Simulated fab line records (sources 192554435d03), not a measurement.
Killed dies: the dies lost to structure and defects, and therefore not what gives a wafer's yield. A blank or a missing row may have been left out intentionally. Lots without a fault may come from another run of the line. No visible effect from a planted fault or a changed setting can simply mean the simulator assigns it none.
What tool caused it? || flow n5Finfet || route of 1938 steps, sampled at 1 step: 10 lots, 30 wafers

== WHAT THE GAUGES READ, wafer by wafer ==
N5_BEOL_M11_CD_MEAS_35: target cd 70 nm.
{"lot": "L075", "measured": "day 11 10:17", "on": "cdSem-01", "cdNm (nm)": "68.6 68.2 69.3"}
{"lot": "L078", "measured": "day 12 03:29", "on": "cdSem-03", "cdNm (nm)": "70.6 70.9 70.7"}
{"lot": "L082", "measured": "day 12 23:35", "on": "cdSem-01", "cdNm (nm)": "68.3 68.9 70.0"}
{"lot": "L079", "measured": "day 13 02:16", "on": "cdSem-02", "cdNm (nm)": "70.5 69.4 70.6"}
{"lot": "L083", "measured": "day 13 15:32", "on": "cdSem-01", "cdNm (nm)": "69.8 69.1 71.1"}
{"lot": "L085", "measured": "day 13 23:41", "on": "cdSem-02", "cdNm (nm)": "70.7 69.1 69.9"}
{"lot": "L087", "measured": "day 14 19:18", "on": "cdSem-03", "cdNm (nm)": "69.8 68.5 69.7"}
{"lot": "L089", "measured": "day 15 01:49", "on": "cdSem-01", "cdNm (nm)": "70.2 69.7 69.9"}
{"lot": "L093", "measured": "day 15 17:35", "on": "cdSem-01", "cdNm (nm)": "70.3 70.2 69.6"}
{"lot": "L097", "measured": "day 16 20:37", "on": "cdSem-02", "cdNm (nm)": "71.3 69.9 70.9"}

== EACH LOT AND THE TOOL THAT RAN IT (in order: tool; ch and the chambers of the sampled wafers; start) ==
There is no process step in the record ahead of these readings.

== THE ANSWER, worked out from the rows above alone ==
Rule: the lots themselves supply what counts as usual. Put in order of their means at a reading, lots are off if they are a third of the lots or fewer, leave a main group of 4 or more, and stand apart from it by a gap of 3 or more times the standard deviation of the main group's means; of several such gaps the widest counts. A main group whose means are all the same, to the digits that the tables above print for the reading, isn't used. A lot without any number at a reading at which 4 lots or more have one is off too. Any other lot the step has rows for is counted as sound.
Nothing can be told from this: no lot is off at any reading shown.

== WHAT HAD BEEN PUT IN BY THE SIMULATOR ==
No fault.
